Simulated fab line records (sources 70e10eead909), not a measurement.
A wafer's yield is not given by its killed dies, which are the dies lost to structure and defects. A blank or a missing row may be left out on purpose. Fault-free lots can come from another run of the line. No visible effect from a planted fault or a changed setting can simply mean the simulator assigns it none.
Struck lot and sound lot, side by side    flow nand-harc    18 out of 1302 route steps
Sound: these wafers, L139.2, L139.4, L139.6. Wafers struck: L148.4, L148.5. The cause is given at the end.
Each step with rows lists, per side, the tool, then ch with its chambers, then its first start. Under that, the readings that differ: sound wafers    struck wafers    difference of the means    sigmas: that difference in standard deviations of wafers without a fault.
alike: readings with means less than 2 such deviations apart, plus words and numbers identical on both sides. not compared: withheld readings, readings lacking a value on some wafer, bounds such as >300 that could conceal the same value, and numbers that have no deviation in the record and whose values overlap.
The two part at a step that has a row with sigmas, a row that says differs or no value, or rows on one side only. When numbers do not overlap yet have no deviation, they are printed without sigmas and do not part them. Lack of a reading on every wafer of one side parts them only where that side has two or more wafers.

NHARC_P_M0_OVL_MEAS_10: pitch 180 nm.
  sound on overlay-01 at day 7 11:58; struck on overlay-01 at day 11 04:31
  alike: overlay-x-nm, overlay-y-nm
NHARC_P_M0_INSPECT_11:
  sound on defect-inspect-02 at day 7 12:01; struck on defect-inspect-01 at day 11 04:34
  alike: raw-defect-count
then, 2 steps without rows for these wafers: NHARC_P_M0_DESCUM_14 (chemistry O2, time 3 s); NHARC_P_M0_ETCH_34 (etches the open film in N2/H2, target depth 40 nm, overetch 12 nm, time 43.94 s).
NHARC_P_M0_ETCH_15: etches the open film in C4F8/Ar, target depth 150 nm, overetch 15 nm, time 82.5 s.
  sound: rie-diel-04 ch 0,1,2; struck: rie-diel-03 ch 1,3
  alike: oes-product-au, rf-vpp-V
  not compared: rf-hours-counter-h
NHARC_P_M0_CD_MEAS_16:
  sound on cd-sem-03 at day 7 12:22; struck on cd-sem-03 at day 11 04:59
reading     sound           struck     difference  sigmas
cd-nm (nm)  90.9 91.4 92.4  89.5 89.1  -2.3        -3
NHARC_P_M0_STRIP_18: strips in N2/H2.
  sound on rie-diel-05 ch 0,2,3, day 7 12:33; struck on rie-diel-03 ch 1, day 11 05:06
  alike: drypump-motor-current-A, oes-product-au, rf-vpp-V, showerhead-plenum-p-Torr, throttle-valve-pct
  not compared: rf-hours-counter-h
then, 2 steps without rows for these wafers: NHARC_P_M0_STRIP_19 (strips in post etch residue remover, time 600 s); NHARC_P_M0_DEGAS_28 (time 60 s).
NHARC_P_M0_PRE_CLEAN_29: time 30 s.
  sound on pvd-sputter-03; struck on pvd-sputter-01
  alike: heater-power-w
then, 1 step without rows for these wafers: NHARC_P_M0_PVD_20 (deposits TaN, target thk 5 nm, time 8.06 s).
NHARC_P_M0_PVD_21: deposits Cu, target thk 30 nm, time 20.49 s.
  sound on pvd-sputter-03; struck on pvd-sputter-01
  alike: substrate-temp-c, throttle-valve-pct
NHARC_P_M0_ECD_22: material Cu, target thk 400 nm.
  sound on ecd-cu-01 ch 1, day 7 13:27; struck on ecd-cu-01 ch 1, day 11 06:05
NHARC_P_M0_ANNEAL_30: time 90 s.
  sound on rtp-anneal-02 ch 0, day 7 13:53; struck on rtp-anneal-01 ch 0, day 11 06:31
  alike: wafer_temp_C_max
then, 1 step without rows for these wafers: NHARC_P_M0_CMP_23 (polishes, t overpolish 20 s, target thk 117.54 nm).
NHARC_P_M0_THK_MEAS_24: measures by xrf.
  sound on film-metro-02 at day 7 14:29; struck on film-metro-02 at day 11 07:01
  alike: thk-nm
next, for these wafers, 1 step has no rows: NHARC_P_M0_SRD_25.
-- break in the record here, with 18 days between the starts of the struck wafers on either side (left off in module P_M0, picked up again in module END, where the first step shown is number 1302 on the route) --
NHARC_END_SORT_01:
  here the record holds rows for the struck wafers (prober-01 ch 0, day 29 06:30) but none for the sound ones

## WHERE THEY PART
Last at NHARC_END_SORT_01 as far as this record goes, first at NHARC_P_M0_CD_MEAS_16.

WHY: what the simulator had put in
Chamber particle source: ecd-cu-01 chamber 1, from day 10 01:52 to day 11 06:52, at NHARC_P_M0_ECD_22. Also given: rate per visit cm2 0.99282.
